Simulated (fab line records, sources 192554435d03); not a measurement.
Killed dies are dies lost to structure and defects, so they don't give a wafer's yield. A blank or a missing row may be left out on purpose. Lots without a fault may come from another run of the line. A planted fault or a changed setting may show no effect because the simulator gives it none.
Chamber matching | flow n5_finfet | N5_BEOL_M11_CURE_71 on uv_cure-02: 3 sister chambers
The step cures SiCOH lowk, time 240 s. 6 wafers are shown with their chamber, then 8 later ones without.

WAFERS WITH THEIR CHAMBER
wafer  | chamber | wafer_temp_C_max | lamp_power_pct (%)
L574.6 | 2       | 387.0            | 52.25
L586.4 | 1       | 386.0            | 52.23
L586.5 | 1       | 386.5            | 52.41
L593.4 | 0       | 386.2            | 52.32
L593.5 | 0       | 386.5            | 52.29
L594.2 | 2       | 388.1            | 52.24

WAFERS WITHOUT THEIR CHAMBER
wafer  | wafer_temp_C_max | lamp_power_pct (%)
L594.4 | 388.1            | 52.33
L594.6 | 387.8            | 52.35
L595.1 | 386.5            | 52.28
L595.4 | 386.1            | 52.27
L595.5 | 386.6            | 52.30
L596.2 | 386.4            | 52.35
L596.4 | 385.8            | 52.37
L596.6 | 386.0            | 52.28

WHICH CHAMBER EACH WENT THROUGH
wafer  | from the rows above          | in truth
L594.4 | can't be placed: 2 or 0      | 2
L594.6 | can't be placed: 2 or 0 or 1 | 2
L595.1 | can't be placed: 0 or 1 or 2 | 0
L595.4 | can't be placed: 0 or 1      | 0
L595.5 | can't be placed: 0 or 1 or 2 | 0
L596.2 | can't be placed: 1 or 0      | 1
L596.4 | can't be placed: 1 or 0      | 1
L596.6 | can't be placed: 1 or 0      | 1
Placed correctly: 0 of 8. Can't be placed from these rows: 8 (the true chamber is among the candidates in 8). Placed wrongly: 0.
How it was worked out, from the rows above alone: a wafer's distance from a chamber is the root of the sum, over the readings, of the square of ((its reading less the chamber's mean) divided by the reading's scatter). The wafer belongs to the nearest chamber; if the next one is less than 2 further off, it can't be placed. A chamber's mean is the mean of its shown wafers. The scatter: the root of (the sum of the squares of (reading less its chamber's mean) over the shown wafers, divided by (wafers less chambers)).
